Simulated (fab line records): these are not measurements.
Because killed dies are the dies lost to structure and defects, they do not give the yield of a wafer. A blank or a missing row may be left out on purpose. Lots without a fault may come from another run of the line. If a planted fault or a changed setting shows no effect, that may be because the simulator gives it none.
fab line records	flow n5Finfet
record lots=4	wafers=12	lastDay=16
route steps=1938 shown DUMMY_GATE@216 PASSIVATION@1936
lots that met no fault: from a run of the same line without faults
startH: hours from the record's first day to the start of the lot's first wafer shown	waitH: time in hours since the lot's previous step	" identical to the entry in the row above	L1.1+2: one row covering several wafers at once	- no value, or no start given	* or withheld: withheld	< > ~ a bound
route shown NAME@n: a module of which the file shows steps, and the number in the route of the first	usual: mean/standard deviation of fault-free wafers	same: alike in all rows	chamber/n: place in a boat	sites: the reading at each site	_std_site: the values' standard deviation	_edge_site: inner sites' mean taken away from outer sites' mean	radiusMm: for every site, how far away it sits from the centre of the wafer	mask NAME#n: copy n	behind: the most recent tool/chamber to have shaped the wafer	hold: what put the lot on hold/how long, in hours/how the hold closed	device: names the non-switching transistor (n, p or np)	end of line: the route-end tests of the same wafers	a step given without rows: its recipe and nothing more	killed: dies that structure and defects cost at the first sort, which is not the same as the wafer's yield	map: the dies of a wafer, with x for killed, . for not killed, _ for no die there
set.NAME: setting as actually run; set.NAME@STEP: the setting as run at that earlier step	model.NAME: the simulator's own value behind a step, which no gauge read
a table for each step, a row for each wafer; lots at some steps of the route
services: from which hour (startH, from the record's first day; less than 0 if before it) a tool's chamber was out of use, for how many hours, and why
## steps
# step N5_DUMMY_GATE_PRECLEAN_46
# recipe chemistry=DIW	timeS=89.5	tempC=23
# step N5_DUMMY_GATE_SRD_47
# recipe dryTimeS=32	dry=n2Spin	spinRpm=1500
# step N5_DUMMY_GATE_CMP_04
# recipe material=a-Si	postCmpClean=alkalineBrush
# step N5_DUMMY_GATE_HM_DEP_06
# recipe material=SiNx	targetThkA=800	precursor=DCS/NH3	tempC=700	pressureMtorr=300	timeS=5141
# step N5_DUMMY_GATE_PECVD_30
# recipe material=SiO2	targetThkA=550	tempC=400	precursor=TEOS/O2	pressureTorr=6.5	rfW=withheld	teosFlowSccm=withheld	gas=O2	flowSccm=2650	timeS=10.8
# step N5_DUMMY_GATE_COAT_34
# recipe resist=SOC	tempC=250	timeS=60	spinRpm=1500	resistThkNm=60
# step N5_DUMMY_GATE_COAT_35
# recipe resist=SiARC	tempC=220	timeS=60	spinRpm=1500	resistThkNm=10
# step N5_DUMMY_GATE_COAT_28
# recipe resist=underlayer	tempC=205	timeS=60	spinRpm=1500	resistThkNm=10
# step N5_DUMMY_GATE_COAT_09
# recipe resist=CAR-EUV	spinRpm=1500	resistThkNm=30
# step N5_DUMMY_GATE_EBR_11
# recipe solvent=PGMEA	ebrWidthMm=1.5
# step N5_DUMMY_GATE_SOFTBAKE_10
# recipe tempC=110	timeS=60	resist=CAR-EUV
# step N5_DUMMY_GATE_EXPOSE_12
# recipe maskId=GATE	na=0.33	sourceShape=annular	sigmaInner=0.2	sigmaOuter=0.6	polarization=unpolarized	targetCdNm=25	doseMj=34
# usual exposureDoseMJCm2=33.90/0.038
lot.wafer	tool	chamber	startH	waitH	mask	exposureDoseMJCm2
L416.2	euvScanner-01	0	53.58	-	GATE#0	33.85
L416.3	"	0	"	"	GATE#0	33.85
L416.6	"	0	"	"	GATE#0	33.89
L428.2	euvScanner-01	0	119.81	-	GATE#0	36.21
L428.4	"	0	"	"	GATE#0	36.23
L428.6	"	0	"	"	GATE#0	36.20
L429.2	euvScanner-01	0	123.97	-	GATE#0	35.72
L429.3	"	0	"	"	GATE#0	35.76
L429.4	"	0	"	"	GATE#0	35.79
L431.2	euvScanner-02	0	140.87	-	GATE#0	33.93
L431.3	"	0	"	"	GATE#0	33.89
L431.6	"	0	"	"	GATE#0	33.94
# step N5_DUMMY_GATE_PEB_13
# recipe pebTempC=100	pebTimeS=60	resist=CAR-EUV
# step N5_DUMMY_GATE_DEVELOP_14
# recipe developTimeS=30	developer=TMAH	resist=CAR-EUV	rinseLiquid=surfactantRinse	dry=airSpin	devTempC=23
# step N5_DUMMY_GATE_CD_MEAS_15
# recipe targetCdNm=25.8	landingEnergyEv=500	detector=seInlens
# usual cdNm=24.96/0.23
lot.wafer	tool	chamber	startH	waitH	cdNm
L416.2	cdSem-03	0	53.70	-	24.92
L416.3	"	0	"	"	25.19
L416.6	"	0	"	"	24.97
L428.2	cdSem-01	0	119.93	-	23.61
L428.4	"	0	"	"	23.34
L428.6	"	0	"	"	23.95
L429.2	cdSem-01	0	124.10	-	24.08
L429.3	"	0	"	"	23.79
L429.4	"	0	"	"	23.56
L431.2	cdSem-02	0	140.99	-	24.82
L431.3	"	0	"	"	25.14
L431.6	"	0	"	"	25.17
# step N5_DUMMY_GATE_DESCUM_20
# recipe chemistry=O2	timeS=6.2	sourcePowerW=50	biasPowerW=20	pressureMtorr=20	rfFrequencyHz=2.712e+07	tempC=40	resist=CAR-EUV	o2FlowSccm=225
# step N5_DUMMY_GATE_ETCH_29
# recipe chemistry=N2/H2	target=underlayer	targetDepthA=130	ionEnergyEv=200	pressureMtorr=30	sourceW=840	biasW=150	n2FlowSccm=200	h2FlowSccm=200
# step N5_DUMMY_GATE_ETCH_36
# recipe chemistry=CF4	target=SiARC	targetDepthA=130	pressureMtorr=40	sourceW=545	biasW=36	Ar_flow_sccm=100	cf4FlowSccm=100	ionEnergyEv=80
# step N5_DUMMY_GATE_ETCH_37
# recipe chemistry=N2/H2	target=SOC	targetDepthA=600	overetchA=300	tempC=40	ionEnergyEv=200	pressureMtorr=30	sourceW=840	biasW=150	n2FlowSccm=200	h2FlowSccm=200
# step N5_DUMMY_GATE_STRIP_38
# recipe chemistry=N2/H2	tempC=40	n2FlowSccm=200	h2FlowSccm=200	rfFrequencyHz=6e+07
# step N5_DUMMY_GATE_STRIP_39
# recipe chemistry=N2/H2	tempC=40	n2FlowSccm=200	h2FlowSccm=200	rfFrequencyHz=6e+07
# step N5_DUMMY_GATE_TRIM_49
# recipe chemistry=O2	resist=SOC	timeS=29	targetCdNm=14	sourcePowerW=300	biasPowerW=0	O2_flow_sccm=100	tempC=20
# usual drypumpMotorCurrentA=5.7/0.55	oesProductAu=1.006/0.013	throttleValvePct=8.17/0.12
lot.wafer	tool	chamber	startH	waitH	drypumpMotorCurrentA	oesProductAu	rfHoursCounterH	throttleValvePct	model.DUMMY_GATE.cdNm
L416.2	rieSi-01	1	54.06	0.0	5.2	1.003	48	8.25	14
L416.3	"	0	"	"	6.3	1.003	181	8.22	14
L416.6	"	2	"	"	6.4	1.007	-	8.10	14
L428.2	rieSi-01	1	120.51	0.0	5.2	1.008	49	8.25	12.4
L428.4	"	2	"	"	6.3	0.993	173	8.11	12.4
L428.6	"	3	"	"	5.9	1.006	-	7.92	13.2
L429.2	rieSi-03	0	124.45	0.0	6.4	1.034	184	8.28	13
L429.3	"	2	"	"	5.3	1.040	10	8.29	13.2
L429.4	"	1	"	"	5.2	1.003	159	8.33	13.4
L431.2	rieSi-06	3	141.39	0.0	6.4	0.973	162	8.22	14.4
L431.3	"	0	"	"	5.2	1.004	2	8.20	14.4
L431.6	"	3	"	"	6.4	0.981	-	8.21	14.4
# step N5_DUMMY_GATE_STRIP_40
# recipe chemistry=CF4	resist=SiARC	powerW=300	biasPowerW=75	pressureMtorr=50	cf4FlowSccm=150	rfFrequencyHz=6e+07
# step N5_DUMMY_GATE_CD_MEAS_50
# recipe targetCdNm=14
# usual cdNm=14.1/0.39
lot.wafer	tool	chamber	startH	waitH	cdNm
L416.2	cdSem-02	-	54.21	0.0	13.7
L416.3	"	-	"	"	14.0
L416.6	"	-	"	"	13.9
L428.2	cdSem-03	-	120.66	0.0	12.4
L428.4	"	-	"	"	12.2
L428.6	"	-	"	"	13.2
L429.2	cdSem-03	-	124.60	0.0	12.8
L429.3	"	-	"	"	13.2
L429.4	"	-	"	"	13.5
L431.2	cdSem-03	-	141.54	0.0	14.2
L431.3	"	-	"	"	14.4
L431.6	"	-	"	"	14.3
# step N5_DUMMY_GATE_ETCH_31
# recipe chemistry=C4F6/O2	target=SiO2	maskMaterial=SOC	targetDepthA=825	timeS=27.5	ionEnergyEv=250	pressureMtorr=30	sourceW=345	biasW=185	Ar_flow_sccm=300	C4F6_flow_sccm=10	O2_flow_sccm=10
# step N5_DUMMY_GATE_STRIP_41
# recipe chemistry=O2	powerW=400	tempC=40	pressureMtorr=30	rfFrequencyHz=6e+07	biasPowerW=0	overashFraction=0.3	o2FlowSccm=225
# step N5_DUMMY_GATE_HM_OPEN_21
# recipe chemistry=CH3F/O2	target=SiNx	targetDepthA=1200	Ar_flow_sccm=150	CH3F_flow_sccm=30	O2_flow_sccm=23	timeS=171.4	pressureMtorr=30	sourceW=395	biasW=73	ionEnergyEv=120.7
# step N5_DUMMY_GATE_ETCH_32
# recipe chemistry=CF4	target=SiO2	targetDepthA=35	timeS=3.9	ionEnergyEv=350	pressureMtorr=10	icpW=800	biasW=400	cf4FlowSccm=80
# step N5_DUMMY_GATE_ETCH_23
# recipe chemistry=HBr/Cl2/O2	HBr_flow_sccm=150	Cl2_flow_sccm=80	O2_flow_sccm=12	biasW=102	targetDepthA=410	timeS=22.3	target=poly-Si	maskMaterial=SiO2	pressureMtorr=10	icpW=800
# step N5_DUMMY_GATE_ETCH_44
# recipe chemistry=HBr/O2	overEtchFrac=0.7	targetDepthA=1275	stopOn=SiO2	ionEnergyEv=60	biasW=20	target=poly-Si	maskMaterial=SiO2	pressureMtorr=20	icpW=400	HBr_flow_sccm=120	O2_flow_sccm=10
# step N5_DUMMY_GATE_CD_MEAS_24
# recipe targetCdNm=15
# usual cdNm=15.1/0.4
lot.wafer	tool	chamber	startH	waitH	cdNm
L416.2	cdSem-02	-	54.71	0.1	15.1
L416.3	"	-	"	"	14.9
L416.6	"	-	"	"	15.5
L428.2	cdSem-02	-	121.33	0.1	13.4
L428.4	"	-	"	"	13.0
L428.6	"	-	"	"	13.9
L429.2	cdSem-02	-	125.10	0.1	14.0
L429.3	"	-	"	"	14.3
L429.4	"	-	"	"	14.3
L431.2	cdSem-02	-	142.03	0.1	15.7
L431.3	"	-	"	"	15.4
L431.6	"	-	"	"	15.7
# step N5_DUMMY_GATE_ETCH_42
# recipe chemistry=CHF3/O2	target=SiO2	targetDepthA=35	timeS=31	ionEnergyEv=30	biasW=12	pressureMtorr=30	sourceW=600	Ar_flow_sccm=200	CHF3_flow_sccm=50	O2_flow_sccm=5
# usual CHF3_flow_sccm=50.01/0.16	drypumpMotorCurrentA=5.7/0.57	oesProductAu=0.80/0.1	rfVppV=42.6/0.98	showerheadPlenumPTorr=2.41/0.067	throttleValvePct=18.77/0.29
lot.wafer	tool	chamber	startH	waitH	CHF3_flow_sccm	drypumpMotorCurrentA	oesProductAu	rfHoursCounterH	rfVppV	showerheadPlenumPTorr	throttleValvePct	model.DUMMY_GATE.cdNm
L416.2	rieDiel-01	2	54.75	0.0	50.12	6.1	0.69	234	43.0	2.36	18.67	15
L416.3	"	0	"	"	49.88	4.8	1.00	4	42.0	2.46	18.52	15.2
L416.6	"	3	"	"	50.15	6.4	0.94	-	43.7	2.38	18.63	15
L428.2	rieDiel-03	0	121.55	0.2	49.92	5.1	0.88	48	41.9	2.44	18.28	13.6
L428.4	"	1	"	"	49.79	5.3	0.78	156	43.3	2.43	18.69	13.4
L428.6	"	2	"	"	49.77	5.5	0.71	-	42.1	2.30	18.99	14
L429.2	rieDiel-04	1	125.14	0.0	49.96	6.5	0.80	91	42.3	2.45	18.83	14
L429.3	"	0	"	"	49.83	5.7	0.67	230	42.2	2.47	19.35	14.2
L429.4	"	3	"	"	50.14	6.6	0.74	169	42.4	2.30	19.03	14.4
L431.2	rieDiel-04	2	142.16	0.1	49.87	5.7	0.91	9	42.4	2.49	18.91	15.8
L431.3	"	0	"	"	49.94	5.7	0.67	232	44.0	2.47	19.36	15.4
L431.6	"	3	"	"	49.87	6.6	0.74	-	42.9	2.30	19.06	15.6
# step N5_DUMMY_GATE_STRIP_48
# recipe chemistry=N2/H2	timeS=20	powerW=100	tempC=40	pressureMtorr=100	rfFrequencyHz=6e+07	biasPowerW=3	n2FlowSccm=300	h2FlowSccm=300
# step N5_PASSIVATION_PROBE_49
# usual killed_at_M0_to_M3=36/10	killed_at_M4_up=13/5.5	killedAtContacts=12/5.6	killedAtFrontEnd=42/12	killedAtOther=4/3.2	killedDies=108/18	killedOpen=71/13	killedShort=34/7.8
# same grossDies=1180	killedAtBackSide=0
lot.wafer	tool	chamber	startH	waitH	killed_at_M0_to_M3	killed_at_M4_up	killedAtContacts	killedAtFrontEnd	killedAtOther	killedDies	killedOpen	killedShort
L428.2	prober-02	-	336.88	0.1	31	14	9	55	3	112	74	34
L428.4	prober-02	-	336.98	0.2	53	14	14	27	6	114	70	42
L429.2	prober-01	-	355.19	0.1	30	2	14	40	6	92	54	36
# killed by level:class
L428.2 STI_FIN_REVEAL:geometricParticle:open=15 DUMMY_GATE:geometricParticle:open=15 BEOL_M0_SAQP:geometricParticle:short=10 FIN_SAQP:geometricParticle:short=7 BEOL_M1:geometricParticle:open=7 BEOL_M0_SAQP:geometricParticle:open=7 MOL_CONTACT_COAG:geometricParticle:open=6 BEOL_M2:geometricParticle:open=4
L428.4 MOL_CONTACT_COAG:geometricParticle:open=11 BEOL_M0_SAQP:geometricParticle:short=11 BEOL_M2:geometricParticle:open=11 STI_FIN_REVEAL:geometricParticle:open=8 BEOL_M0_SAQP:geometricParticle:open=7 BEOL_M1:geometricParticle:open=7 BEOL_M2:geometricParticle:short=7 BEOL_M4:geometricParticle:open=4
L429.2 FIN_SAQP:geometricParticle:open=11 MOL_CONTACT_COAG:geometricParticle:open=11 GATE_CUT:geometricParticle:short=8 BEOL_M0_SAQP:geometricParticle:short=7 STI_FIN_REVEAL:geometricParticle:open=6 BEOL_M1:geometricParticle:open=6 BEOL_M2:geometricParticle:open=6 BEOL_M3:geometricParticle:open=4
## services
tool	chamber	startH	hours	kind
rieSi-06	2	30.13	1.4	repair
rieDiel-03	2	31.89	9.4	repair
rieDiel-04	-	32.22	14.6	pm
rieSi-06	0	34.46	-	clean
rieSi-01	-	46.52	0.5	repair
euvScanner-01	-	48.24	1.0	pm
rieDiel-01	-	61.20	4.3	pm
euvScanner-02	-	61.62	1.0	pm
rieDiel-03	-	63.79	0.7	repair
rieSi-06	2	69.23	8.5	repair
euvScanner-01	0	75.72	-	calibration
rieDiel-03	0	86.86	11.8	repair
euvScanner-02	-	92.74	2.5	repair
rieDiel-03	3	95.85	18.6	repair
rieDiel-04	2	97.76	-	clean
rieDiel-04	2	97.76	-	consumableReplace:focusRing
rieDiel-04	2	97.76	20.2	scheduledDown
rieDiel-04	2	97.76	20.2	ventCycle
euvScanner-01	-	104.39	1.0	pm
rieSi-03	2	105.54	6.1	repair
euvScanner-02	-	117.77	1.0	pm
rieDiel-04	1	129.49	9.0	repair
rieDiel-04	0	130.52	10.4	repair
rieDiel-04	1	139.52	4.0	repair
## key
firstSign step=N5_DUMMY_GATE_EXPOSE_12	reading=exposureDoseMJCm2	direction=up	sigmas=55	usual=33.90	struck=35.98
effect step=N5_DUMMY_GATE_CD_MEAS_15	reading=cdNm	direction=down	sigmas=5.5	usual=24.96	struck=23.72	through=controlLoop
effect step=N5_DUMMY_GATE_CD_MEAS_50	reading=cdNm	direction=down	sigmas=3.2	usual=14.1	struck=12.9	through=controlLoop
effect step=N5_DUMMY_GATE_CD_MEAS_24	reading=cdNm	direction=down	sigmas=3.3	usual=15.1	struck=13.8	through=controlLoop
modelEffect step=N5_DUMMY_GATE_TRIM_49	value=DUMMY_GATE.cdNm	without=14	struck=12.93
modelEffect step=N5_DUMMY_GATE_ETCH_42	value=DUMMY_GATE.cdNm	without=15.03	struck=13.93
metAt N5_DUMMY_GATE_EXPOSE_12
struckWafers L428.2,L428.4,L428.6,L429.2,L429.3,L429.4
testerLeftOut L428,L429
loopTrim step=N5_DUMMY_GATE_EXPOSE_12	setting=dose	lots=L429
onsetBetween 53.58 119.81
fault kind=processParameterDrift	tool=euvScanner-01	chamber=-	onsetH=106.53	steps=N5_DUMMY_GATE_EXPOSE_12	channel=doseMj	offset=2.3263	shape=step	actsIn=theseRecipesOnly	stated=34
# testerLeftOut: of these lots the tester's yield and bins aren't shown, on N5 and GAA mostly nor the transistor test; their killed dies are dies lost to structure and defects alone, not to doping, threshold or leakage, so they don't give the yield
# loopTrim: a control loop set the setting to another value than it would have without faults
